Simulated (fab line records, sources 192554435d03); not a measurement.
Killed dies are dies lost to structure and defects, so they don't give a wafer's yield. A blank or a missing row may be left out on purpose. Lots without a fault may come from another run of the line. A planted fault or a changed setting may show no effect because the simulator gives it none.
Split-lot experiment | flow n5_finfet | 7 lots, 39 wafers read, on a route of 1938 steps

THE SPLIT
At N5_HKMG_FIN_ETCH_58 (etches SOC in N2/H2, target depth 215.8 nm, time 741 s), the setting bias_w was moved away from the recipe's 13 W on 12 of the 39 wafers read, by -17.3% to +6.7%. The other wafers ran this setting at the recipe's value.

The reading is taken at the split's own step.

THE READING
rf_vpp_V, in V, at N5_HKMG_FIN_ETCH_58 (etches SOC in N2/H2, target depth 215.8 nm, time 741 s). Fault-free wafers of this fab line usually give 99.1 V, standard deviation 0.98 V.

wafer  | tool, chamber at the split | bias_w as run, W | against the recipe | rf_vpp_V, V | against lot-mates on the recipe
L075.1 | rie_diel-06, 1             | 13               | recipe             | 98.5        | -
L075.4 | rie_diel-06, 2             | 13               | recipe             | 98.8        | -
L075.5 | rie_diel-06, 1             | 13               | recipe             | 99.2        | -
L076.1 | rie_diel-04, 0             | 13               | recipe             | 98.4        | -
L076.2 | rie_diel-04, 2             | 13               | recipe             | 98.8        | -
L076.3 | rie_diel-04, 1             | 13               | recipe             | 98.7        | -
L076.4 | rie_diel-04, 3             | 13               | recipe             | 99.3        | -
L076.5 | rie_diel-04, 1             | 13               | recipe             | 99.8        | -
L076.6 | rie_diel-04, 2             | 13               | recipe             | 99.2        | -
L077.1 | rie_diel-04, 1             | 13               | recipe             | 97.7        | -
L077.2 | rie_diel-04, 3             | 13               | recipe             | 99.6        | -
L077.3 | rie_diel-04, 2             | 13               | recipe             | 97.7        | -
L077.4 | rie_diel-04, 0             | 13               | recipe             | 99.8        | -
L077.5 | rie_diel-04, 0             | 13               | recipe             | 99.1        | -
L077.6 | rie_diel-04, 1             | 13               | recipe             | 99.6        | -
L078.1 | rie_diel-04, 3             | 13.87            | +6.7%              | 104.5       | +4.9
L078.2 | rie_diel-04, 2             | 13               | recipe             | 99.3        | -
L078.3 | rie_diel-04, 1             | 13.87            | +6.7%              | 104.5       | +4.9
L078.4 | rie_diel-04, 3             | 13               | recipe             | 101.6       | -
L078.5 | rie_diel-04, 2             | 13               | recipe             | 97.8        | -
L078.6 | rie_diel-04, 1             | 13.87            | +6.7%              | 102.0       | +2.4
L084.1 | rie_diel-02, 1             | 13               | recipe             | 99.9        | -
L084.2 | rie_diel-02, 3             | 13.87            | +6.7%              | 102.4       | +3.1
L084.3 | rie_diel-02, 0             | 13               | recipe             | 97.7        | -
L084.4 | rie_diel-02, 0             | 13.87            | +6.7%              | 103.2       | +3.9
L084.5 | rie_diel-02, 3             | 13.87            | +6.7%              | 102.5       | +3.2
L084.6 | rie_diel-02, 1             | 13               | recipe             | 100.3       | -
L085.1 | rie_diel-02, 3             | 13               | recipe             | 99.5        | -
L085.2 | rie_diel-02, 0             | 11.7             | -10.0%             | 91.0        | -9.0
L085.3 | rie_diel-02, 1             | 13               | recipe             | 99.8        | -
L085.4 | rie_diel-02, 0             | 11.7             | -10.0%             | 91.2        | -8.8
L085.5 | rie_diel-02, 3             | 11.7             | -10.0%             | 92.6        | -7.4
L085.6 | rie_diel-02, 1             | 13               | recipe             | 100.7       | -
L089.1 | rie_diel-04, 2             | 13               | recipe             | 99.3        | -
L089.2 | rie_diel-04, 0             | 10.75            | -17.3%             | 86.9        | -12.1
L089.3 | rie_diel-04, 3             | 13               | recipe             | 99.1        | -
L089.4 | rie_diel-04, 2             | 10.75            | -17.3%             | 89.4        | -9.6
L089.5 | rie_diel-04, 3             | 13               | recipe             | 98.7        | -
L089.6 | rie_diel-04, 0             | 10.75            | -17.3%             | 86.3        | -12.7

THE FIT
A straight line over all 39 wafers: rf_vpp_V changes by +0.673 V for each +1% of bias_w; r = +0.97; the points scatter about the line by 1 V.
The same after taking each lot's own level away (the mean of its wafers on the recipe; 39 wafers): +0.675 V for each +1%; r = +0.97; scatter 1 V.
On that fit, the largest move of bias_w shifts the reading by 12 V.
The lots' own levels span 98.83 to 100.00 V, that is 1.2 times the standard deviation above.
So the lot-to-lot level changes the slope little: the two slopes agree.
Check: with one of the wafers moved furthest among these (-17.3%) left out of the fit, the line predicts -11.8 V for it against its lot-mates. It came out at -12.1 V against them.
Tool readings at the split's step, against how far the setting was moved: rf_vpp_V r = +0.97.

OTHER SPLITS ON THESE WAFERS
These wafers also went through other splits before the reading. Each is held against what the fit with the lots' levels taken away leaves over:
other split on the same wafers    | wafers away from the commonest value | r with rf_vpp_V (lot level and that fit taken away)
N5_WELL_APT_IMPLANT_15 energy_kev | 15                                   | +0.06
N5_FIN_SAQP_ALD_61 ald_cycles     | 12                                   | +0.09

THE FILE'S OWN FIT
rf_vpp_V changes by +0.681 V for each +1% of bias_w, r = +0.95.
